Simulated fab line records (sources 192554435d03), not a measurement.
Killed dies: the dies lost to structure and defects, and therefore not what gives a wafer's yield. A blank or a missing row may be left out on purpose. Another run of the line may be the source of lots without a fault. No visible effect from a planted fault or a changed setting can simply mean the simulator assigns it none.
Which tool was responsible? / flow n5_finfet / Sampling: 8 lots, 24 wafers, 7 of 1938 route steps

WHAT THE GAUGES READ, wafer by wafer
N5_BEOL_M0_RS_MEAS_126: the measuring method here is four-point-probe. Usual: M0_RS typically reads 0.534 ohm/sq, with standard deviation 0.021.
lot=L395; measured=day 6 23:38; on=film_metro-02; M0_RS (ohm/sq)=0.510 0.553 0.531; flag=
lot=L403; measured=day 8 14:18; on=film_metro-01; M0_RS (ohm/sq)=0.545 0.539 0.515; flag=
lot=L407; measured=day 9 10:42; on=film_metro-01; M0_RS (ohm/sq)=0.543 0.524 0.537; flag=
lot=L408; measured=day 9 14:52; on=film_metro-02; M0_RS (ohm/sq)=0.685 0.666 0.678; flag=OFF
lot=L409; measured=day 10 02:59; on=film_metro-01; M0_RS (ohm/sq)=0.750 0.720 0.732; flag=OFF
lot=L412; measured=day 10 16:07; on=film_metro-02; M0_RS (ohm/sq)=0.553 0.556 0.555; flag=
lot=L414; measured=day 11 16:22; on=film_metro-02; M0_RS (ohm/sq)=0.554 0.535 0.538; flag=
lot=L416; measured=day 11 17:53; on=film_metro-02; M0_RS (ohm/sq)=0.534 0.526 0.538; flag=

N5_BEOL_M4_RC_MEAS_101. Usual: DIBL_N 36.1 mV/V, standard deviation 2.3; DIBL_P 36 mV/V, standard deviation 3.2; IOFF_N 0.16 nA/um, standard deviation 0.045; IOFF_P 0.21 nA/um, standard deviation 0.049; ION_N 674 uA/um, standard deviation 14; ION_P 462 uA/um, standard deviation 8.4; SS_N 71.6 mV/dec, standard deviation 0.83; SS_P 73.2 mV/dec, standard deviation 0.87; VT_N 249 mV, standard deviation 3.8; VT_P -250 mV, standard deviation 3.4.
lot=L395; measured=day 12 02:29; on=prober-01; DIBL_N (mV/V)=36.3 33.2 36.7; DIBL_P (mV/V)=33 30 35; IOFF_N (nA/um)=0.14 0.10 0.14; IOFF_P (nA/um)=0.18 0.15 0.21; ION_N (uA/um)=650 672 682; ION_P (uA/um)=449 459 470; SS_N (mV/dec)=71.9 71.6 72.0; SS_P (mV/dec)=72.9 72.3 73.0; VT_N (mV)=254 255 253; VT_P (mV)=-250 -253 -250; flag=
lot=L403; measured=day 13 15:51; on=prober-01; DIBL_N (mV/V)=33.8 34.2 34.2; DIBL_P (mV/V)=34 34 34; IOFF_N (nA/um)=0.16 0.14 0.15; IOFF_P (nA/um)=0.22 0.21 0.21; ION_N (uA/um)=667 662 684; ION_P (uA/um)=462 460 474; SS_N (mV/dec)=71.5 71.5 71.1; SS_P (mV/dec)=73.0 72.4 73.1; VT_N (mV)=248 250 248; VT_P (mV)=-248 -249 -249; flag=
lot=L407; measured=day 15 11:49; on=prober-02; DIBL_N (mV/V)=36.9 38.7 39.8; DIBL_P (mV/V)=34 37 37; IOFF_N (nA/um)=0.16 0.19 0.22; IOFF_P (nA/um)=0.20 0.24 0.24; ION_N (uA/um)=689 693 688; ION_P (uA/um)=470 472 465; SS_N (mV/dec)=70.9 71.8 71.8; SS_P (mV/dec)=72.9 74.2 73.6; VT_N (mV)=249 243 243; VT_P (mV)=-247 -245 -247; flag=
lot=L408; measured=day 15 08:42; on=prober-01; DIBL_N (mV/V)=35.5 37.7 33.9; DIBL_P (mV/V)=36 38 34; IOFF_N (nA/um)=0.15 0.20 0.13; IOFF_P (nA/um)=0.18 0.22 0.16; ION_N (uA/um)=672 686 667; ION_P (uA/um)=457 463 457; SS_N (mV/dec)=72.1 71.2 70.4; SS_P (mV/dec)=72.9 74.2 72.4; VT_N (mV)=249 244 248; VT_P (mV)=-253 -251 -255; flag=
lot=L409; measured=day 14 17:44; on=prober-01; DIBL_N (mV/V)=31.4 37.2 36.4; DIBL_P (mV/V)=30 36 35; IOFF_N (nA/um)=0.09 0.19 0.16; IOFF_P (nA/um)=0.13 0.20 0.19; ION_N (uA/um)=645 672 668; ION_P (uA/um)=446 462 458; SS_N (mV/dec)=69.8 71.5 71.4; SS_P (mV/dec)=72.4 73.5 73.7; VT_N (mV)=255 247 250; VT_P (mV)=-258 -249 -254; flag=
lot=L412; measured=day 17 04:29; on=prober-01; DIBL_N (mV/V)=35.1 36.6 35.3; DIBL_P (mV/V)=37 38 37; IOFF_N (nA/um)=0.15 0.19 0.15; IOFF_P (nA/um)=0.23 0.23 0.21; ION_N (uA/um)=659 682 665; ION_P (uA/um)=460 457 454; SS_N (mV/dec)=71.3 72.4 71.9; SS_P (mV/dec)=73.8 73.2 73.4; VT_N (mV)=250 248 252; VT_P (mV)=-250 -250 -250; flag=
lot=L414; measured=day 17 04:50; on=prober-02; DIBL_N (mV/V)=40.9 40.3 39.2; DIBL_P (mV/V)=44 43 41; IOFF_N (nA/um)=0.28 0.30 0.26; IOFF_P (nA/um)=0.38 0.36 0.31; ION_N (uA/um)=686 695 685; ION_P (uA/um)=469 472 464; SS_N (mV/dec)=73.0 72.4 72.8; SS_P (mV/dec)=75.4 74.8 75.0; VT_N (mV)=241 239 243; VT_P (mV)=-241 -240 -243; flag=
lot=L416; measured=day 17 10:15; on=prober-01; DIBL_N (mV/V)=37.5 40.1 37.4; DIBL_P (mV/V)=39 42 38; IOFF_N (nA/um)=0.20 0.24 0.19; IOFF_P (nA/um)=0.25 0.29 0.24; ION_N (uA/um)=683 679 681; ION_P (uA/um)=463 461 466; SS_N (mV/dec)=72.7 72.7 72.0; SS_P (mV/dec)=73.3 74.2 73.7; VT_N (mV)=246 246 247; VT_P (mV)=-248 -248 -247; flag=

WHICH TOOL RAN EACH LOT (tool, then ch and the chambers of the sampled wafers, then the start)
lot=L395; N5_BEOL_M0_SAQP_PECVD_00=pecvd-03 ch 0,2, day 6 00:18; N5_BEOL_M0_SAQP_ILD_DEP_01=pecvd-03 ch 0,2, day 6 00:20; N5_BEOL_M0_SAQP_PECVD_97=pecvd-02 ch 0,2, day 6 06:55; N5_BEOL_M0_SAQP_HM_DEP_111=pecvd-03 ch 0,1,2, day 6 07:05; N5_BEOL_M0_ETCH_109=rie_diel-03 ch 0,1,2, day 6 20:14
lot=L403; N5_BEOL_M0_SAQP_PECVD_00=pecvd-02 ch 0,1,2, day 7 22:10; N5_BEOL_M0_SAQP_ILD_DEP_01=pecvd-02 ch 0,1,2, day 7 22:11; N5_BEOL_M0_SAQP_PECVD_97=pecvd-02 ch 0,2, day 7 23:50; N5_BEOL_M0_SAQP_HM_DEP_111=pecvd-02 ch 0,1,2, day 8 00:00; N5_BEOL_M0_ETCH_109=rie_diel-04 ch 0,2,3, day 8 11:24
lot=L407; N5_BEOL_M0_SAQP_PECVD_00=pecvd-03 ch 1,2, day 8 18:10; N5_BEOL_M0_SAQP_ILD_DEP_01=pecvd-03 ch 1,2, day 8 18:11; N5_BEOL_M0_SAQP_PECVD_97=pecvd-01 ch 0,1,2, day 8 18:53; N5_BEOL_M0_SAQP_HM_DEP_111=pecvd-03 ch 0,2, day 8 19:04; N5_BEOL_M0_ETCH_109=rie_diel-04 ch 1,2,3, day 9 06:11
lot=L408; N5_BEOL_M0_SAQP_PECVD_00=pecvd-02 ch 1,2, day 9 01:43; N5_BEOL_M0_SAQP_ILD_DEP_01=pecvd-02 ch 1,2, day 9 01:44; N5_BEOL_M0_SAQP_PECVD_97=pecvd-02 ch 0,1,2, day 9 02:43; N5_BEOL_M0_SAQP_HM_DEP_111=pecvd-03 ch 1,2, day 9 02:53; N5_BEOL_M0_ETCH_109=rie_diel-03 ch 0,1,2, day 9 10:00
lot=L409; N5_BEOL_M0_SAQP_PECVD_00=pecvd-03 ch 0,2, day 9 12:19; N5_BEOL_M0_SAQP_ILD_DEP_01=pecvd-03 ch 0,2, day 9 12:21; N5_BEOL_M0_SAQP_PECVD_97=pecvd-03 ch 0,2, day 9 13:01; N5_BEOL_M0_SAQP_HM_DEP_111=pecvd-03 ch 0,2, day 9 13:15; N5_BEOL_M0_ETCH_109=rie_diel-04 ch 0,1,3, day 9 22:23
lot=L412; N5_BEOL_M0_SAQP_PECVD_00=pecvd-01 ch 0,1,2, day 10 01:18; N5_BEOL_M0_SAQP_ILD_DEP_01=pecvd-01 ch 0,1,2, day 10 01:20; N5_BEOL_M0_SAQP_PECVD_97=pecvd-02 ch 0,2, day 10 02:32; N5_BEOL_M0_SAQP_HM_DEP_111=pecvd-03 ch 0,2, day 10 02:45; N5_BEOL_M0_ETCH_109=rie_diel-03 ch 2,3, day 10 12:44
lot=L414; N5_BEOL_M0_SAQP_PECVD_00=pecvd-02 ch 0,1,2, day 10 16:34; N5_BEOL_M0_SAQP_ILD_DEP_01=pecvd-02 ch 0,1,2, day 10 16:35; N5_BEOL_M0_SAQP_PECVD_97=pecvd-02 ch 0,2, day 10 19:59; N5_BEOL_M0_SAQP_HM_DEP_111=pecvd-03 ch 1,2, day 10 20:10; N5_BEOL_M0_ETCH_109=rie_diel-03 ch 0,2,3, day 11 10:44
lot=L416; N5_BEOL_M0_SAQP_PECVD_00=pecvd-01 ch 0,1,2, day 11 01:59; N5_BEOL_M0_SAQP_ILD_DEP_01=pecvd-01 ch 0,1,2, day 11 02:01; N5_BEOL_M0_SAQP_PECVD_97=pecvd-01 ch 0,1,2, day 11 04:12; N5_BEOL_M0_SAQP_HM_DEP_111=pecvd-03 ch 0,1,2, day 11 04:23; N5_BEOL_M0_ETCH_109=rie_diel-04 ch 0,3, day 11 15:25
- N5_BEOL_M0_SAQP_PECVD_00: deposits SiCN from 3MS/NH3, target thk 8 nm, time 14 s.
- N5_BEOL_M0_SAQP_ILD_DEP_01: deposits SiOC from DEMS/O2, target thk 45.419 nm, time 8.7 s.
- N5_BEOL_M0_SAQP_PECVD_97: deposits SiNx from SiH4/NH3/N2, target thk 23 nm, time 19.9 s.
- N5_BEOL_M0_SAQP_HM_DEP_111: deposits SiO2 from SiH4/N2O, target thk 12 nm, time 7.2 s.
- N5_BEOL_M0_ETCH_109: etches SiCN in CH3F/O2, target depth 8 nm, overetch 2.4 nm, time 27.4 s.

AS READ BY THE TOOLS THEMSELVES (means over the sampled wafers that have a number; for cases with no such wafer, the mark the record gives instead)
N5_BEOL_M0_SAQP_PECVD_00. Usual: chamber_pressure_Torr 2.999 Torr, standard deviation 0.0067; rf_fwd_power_W 197.9 W, standard deviation 0.93; showerhead_plenum_p_Torr 3.663 Torr, standard deviation 0.013; showerhead_vpp_V 870 V, standard deviation 39; throttle_valve_pct 9.0 %, standard deviation 0.54.
lot=L395; tool=pecvd-03; chamber_pressure_Torr (Torr)=3.001; rf_fwd_power_W (W)=197.4; showerhead_plenum_p_Torr (Torr)=3.667; showerhead_vpp_V (V)=869; throttle_valve_pct (%)=8.7; flag=
lot=L403; tool=pecvd-02; chamber_pressure_Torr (Torr)=3.005; rf_fwd_power_W (W)=199.5; showerhead_plenum_p_Torr (Torr)=3.655; showerhead_vpp_V (V)=882; throttle_valve_pct (%)=8.8; flag=
lot=L407; tool=pecvd-03; chamber_pressure_Torr (Torr)=2.999; rf_fwd_power_W (W)=197.3; showerhead_plenum_p_Torr (Torr)=3.658; showerhead_vpp_V (V)=848; throttle_valve_pct (%)=8.7; flag=
lot=L408; tool=pecvd-02; chamber_pressure_Torr (Torr)=-; rf_fwd_power_W (W)=-; showerhead_plenum_p_Torr (Torr)=-; showerhead_vpp_V (V)=-; throttle_valve_pct (%)=-; flag=OFF
lot=L409; tool=pecvd-03; chamber_pressure_Torr (Torr)=-; rf_fwd_power_W (W)=-; showerhead_plenum_p_Torr (Torr)=-; showerhead_vpp_V (V)=-; throttle_valve_pct (%)=-; flag=OFF
lot=L412; tool=pecvd-01; chamber_pressure_Torr (Torr)=2.998; rf_fwd_power_W (W)=197.8; showerhead_plenum_p_Torr (Torr)=3.658; showerhead_vpp_V (V)=868; throttle_valve_pct (%)=9.0; flag=
lot=L414; tool=pecvd-02; chamber_pressure_Torr (Torr)=3.003; rf_fwd_power_W (W)=199.1; showerhead_plenum_p_Torr (Torr)=3.663; showerhead_vpp_V (V)=871; throttle_valve_pct (%)=8.7; flag=
lot=L416; tool=pecvd-01; chamber_pressure_Torr (Torr)=2.999; rf_fwd_power_W (W)=197.0; showerhead_plenum_p_Torr (Torr)=3.663; showerhead_vpp_V (V)=859; throttle_valve_pct (%)=9.0; flag=

N5_BEOL_M0_SAQP_ILD_DEP_01. Usual: heater_power_w 489 W, standard deviation 52; showerhead_plenum_p_Torr 5.693 Torr, standard deviation 0.014; showerhead_vpp_V 1370 V, standard deviation 61; throttle_valve_pct 11.8 %, standard deviation 0.71.
lot=L395; tool=pecvd-03; heater_power_w (W)=490; showerhead_plenum_p_Torr (Torr)=5.698; showerhead_vpp_V (V)=1375; throttle_valve_pct (%)=11.7; flag=
lot=L403; tool=pecvd-02; heater_power_w (W)=533; showerhead_plenum_p_Torr (Torr)=5.699; showerhead_vpp_V (V)=1379; throttle_valve_pct (%)=11.7; flag=
lot=L407; tool=pecvd-03; heater_power_w (W)=545; showerhead_plenum_p_Torr (Torr)=5.688; showerhead_vpp_V (V)=1327; throttle_valve_pct (%)=11.7; flag=
lot=L408; tool=pecvd-02; heater_power_w (W)=540; showerhead_plenum_p_Torr (Torr)=5.700; showerhead_vpp_V (V)=1415; throttle_valve_pct (%)=11.9; flag=
lot=L409; tool=pecvd-03; heater_power_w (W)=471; showerhead_plenum_p_Torr (Torr)=5.692; showerhead_vpp_V (V)=1355; throttle_valve_pct (%)=12.0; flag=
lot=L412; tool=pecvd-01; heater_power_w (W)=467; showerhead_plenum_p_Torr (Torr)=5.691; showerhead_vpp_V (V)=1360; throttle_valve_pct (%)=11.8; flag=
lot=L414; tool=pecvd-02; heater_power_w (W)=518; showerhead_plenum_p_Torr (Torr)=5.687; showerhead_vpp_V (V)=1383; throttle_valve_pct (%)=11.6; flag=
lot=L416; tool=pecvd-01; heater_power_w (W)=468; showerhead_plenum_p_Torr (Torr)=5.687; showerhead_vpp_V (V)=1356; throttle_valve_pct (%)=11.7; flag=

N5_BEOL_M0_SAQP_PECVD_97. Usual: chamber_pressure_Torr 1.500 Torr, standard deviation 0.0034; heater_power_outer_w 320 W, standard deviation 42; heater_power_w 559 W, standard deviation 54; showerhead_plenum_p_Torr 5.13 Torr, standard deviation 0.059; showerhead_vpp_V 1065 V, standard deviation 45; throttle_valve_pct 39.1 %, standard deviation 2.3.
lot=L395; tool=pecvd-02; chamber_pressure_Torr (Torr)=1.501; heater_power_outer_w (W)=360; heater_power_w (W)=602; showerhead_plenum_p_Torr (Torr)=5.09; showerhead_vpp_V (V)=1064; throttle_valve_pct (%)=37.0; flag=
lot=L403; tool=pecvd-02; chamber_pressure_Torr (Torr)=1.503; heater_power_outer_w (W)=305; heater_power_w (W)=532; showerhead_plenum_p_Torr (Torr)=5.10; showerhead_vpp_V (V)=1048; throttle_valve_pct (%)=37.8; flag=
lot=L407; tool=pecvd-01; chamber_pressure_Torr (Torr)=1.499; heater_power_outer_w (W)=327; heater_power_w (W)=551; showerhead_plenum_p_Torr (Torr)=5.14; showerhead_vpp_V (V)=1064; throttle_valve_pct (%)=39.2; flag=
lot=L408; tool=pecvd-02; chamber_pressure_Torr (Torr)=1.495; heater_power_outer_w (W)=313; heater_power_w (W)=557; showerhead_plenum_p_Torr (Torr)=5.13; showerhead_vpp_V (V)=1079; throttle_valve_pct (%)=38.9; flag=
lot=L409; tool=pecvd-03; chamber_pressure_Torr (Torr)=1.500; heater_power_outer_w (W)=316; heater_power_w (W)=541; showerhead_plenum_p_Torr (Torr)=5.18; showerhead_vpp_V (V)=1090; throttle_valve_pct (%)=40.8; flag=
lot=L412; tool=pecvd-02; chamber_pressure_Torr (Torr)=1.504; heater_power_outer_w (W)=314; heater_power_w (W)=544; showerhead_plenum_p_Torr (Torr)=5.10; showerhead_vpp_V (V)=1067; throttle_valve_pct (%)=37.7; flag=
lot=L414; tool=pecvd-02; chamber_pressure_Torr (Torr)=1.498; heater_power_outer_w (W)=339; heater_power_w (W)=570; showerhead_plenum_p_Torr (Torr)=5.08; showerhead_vpp_V (V)=1050; throttle_valve_pct (%)=37.3; flag=
lot=L416; tool=pecvd-01; chamber_pressure_Torr (Torr)=1.499; heater_power_outer_w (W)=335; heater_power_w (W)=573; showerhead_plenum_p_Torr (Torr)=5.15; showerhead_vpp_V (V)=1056; throttle_valve_pct (%)=39.2; flag=

N5_BEOL_M0_SAQP_HM_DEP_111. Usual: heater_power_w 785 W, standard deviation 62; showerhead_plenum_p_Torr 8.12 Torr, standard deviation 0.14; showerhead_vpp_V 1017 V, standard deviation 43.
lot=L395; tool=pecvd-03; heater_power_w (W)=790; showerhead_plenum_p_Torr (Torr)=8.12; showerhead_vpp_V (V)=1012; flag=
lot=L403; tool=pecvd-02; heater_power_w (W)=814; showerhead_plenum_p_Torr (Torr)=8.11; showerhead_vpp_V (V)=1037; flag=
lot=L407; tool=pecvd-03; heater_power_w (W)=770; showerhead_plenum_p_Torr (Torr)=8.23; showerhead_vpp_V (V)=1042; flag=
lot=L408; tool=pecvd-03; heater_power_w (W)=773; showerhead_plenum_p_Torr (Torr)=7.99; showerhead_vpp_V (V)=990; flag=
lot=L409; tool=pecvd-03; heater_power_w (W)=837; showerhead_plenum_p_Torr (Torr)=8.11; showerhead_vpp_V (V)=1002; flag=
lot=L412; tool=pecvd-03; heater_power_w (W)=799; showerhead_plenum_p_Torr (Torr)=8.12; showerhead_vpp_V (V)=1013; flag=
lot=L414; tool=pecvd-03; heater_power_w (W)=758; showerhead_plenum_p_Torr (Torr)=7.99; showerhead_vpp_V (V)=984; flag=
lot=L416; tool=pecvd-03; heater_power_w (W)=730; showerhead_plenum_p_Torr (Torr)=8.09; showerhead_vpp_V (V)=1012; flag=

N5_BEOL_M0_ETCH_109. Usual: drypump_motor_current_A 5.67 A, standard deviation 0.22; oes_product_au 0.67 a.u., standard deviation 0.066; rf_vpp_V 297.3 V, standard deviation 1.6; showerhead_plenum_p_Torr 1.99 Torr, standard deviation 0.06; throttle_valve_pct 16.36 %, standard deviation 0.19.
lot=L395; tool=rie_diel-03; drypump_motor_current_A (A)=5.74; oes_product_au (a.u.)=0.66; rf_vpp_V (V)=297.3; showerhead_plenum_p_Torr (Torr)=2.00; throttle_valve_pct (%)=16.39; flag=
lot=L403; tool=rie_diel-04; drypump_motor_current_A (A)=5.50; oes_product_au (a.u.)=0.67; rf_vpp_V (V)=297.6; showerhead_plenum_p_Torr (Torr)=2.02; throttle_valve_pct (%)=16.43; flag=
lot=L407; tool=rie_diel-04; drypump_motor_current_A (A)=5.51; oes_product_au (a.u.)=0.68; rf_vpp_V (V)=298.4; showerhead_plenum_p_Torr (Torr)=2.01; throttle_valve_pct (%)=16.30; flag=
lot=L408; tool=rie_diel-03; drypump_motor_current_A (A)=5.75; oes_product_au (a.u.)=0.28; rf_vpp_V (V)=296.8; showerhead_plenum_p_Torr (Torr)=2.00; throttle_valve_pct (%)=16.43; flag=OFF
lot=L409; tool=rie_diel-04; drypump_motor_current_A (A)=5.67; oes_product_au (a.u.)=0.32; rf_vpp_V (V)=296.9; showerhead_plenum_p_Torr (Torr)=1.98; throttle_valve_pct (%)=16.27; flag=OFF
lot=L412; tool=rie_diel-03; drypump_motor_current_A (A)=5.75; oes_product_au (a.u.)=0.65; rf_vpp_V (V)=296.4; showerhead_plenum_p_Torr (Torr)=1.97; throttle_valve_pct (%)=16.34; flag=
lot=L414; tool=rie_diel-03; drypump_motor_current_A (A)=5.72; oes_product_au (a.u.)=0.62; rf_vpp_V (V)=296.9; showerhead_plenum_p_Torr (Torr)=1.98; throttle_valve_pct (%)=16.38; flag=
lot=L416; tool=rie_diel-04; drypump_motor_current_A (A)=5.66; oes_product_au (a.u.)=0.71; rf_vpp_V (V)=296.7; showerhead_plenum_p_Torr (Torr)=1.98; throttle_valve_pct (%)=16.43; flag=

THE ANSWER, worked out from the rows above alone
Rule: take the mean of a lot's wafers that have a number; if it is more than 3 standard deviations from the usual mean, the lot is off. A lot without any number at a reading at which 4 lots or more have one is off too. Any other lot the step has rows for is counted as sound. After the gauges, taken in route order, come the tools' own readings; for these a lot's mean is taken, as printed above. The first step at which some lot is off is used, and at that step the reading that is off furthest; a lot without a number counts as furthest.
Off: at N5_BEOL_M0_RS_MEAS_126 (M0_RS), L408, L409.
If a tool, at a process step before that reading, ran all the lots that are off and no sound lot after the first of them, it fits. The gauges at N5_BEOL_M0_RS_MEAS_126 aren't tried: what is off there is off at N5_BEOL_M0_SAQP_PECVD_00 too, on other tools, and a gauge's error can't cause that. Of those tried, none fits.

WHAT THE SIMULATOR PUT IN
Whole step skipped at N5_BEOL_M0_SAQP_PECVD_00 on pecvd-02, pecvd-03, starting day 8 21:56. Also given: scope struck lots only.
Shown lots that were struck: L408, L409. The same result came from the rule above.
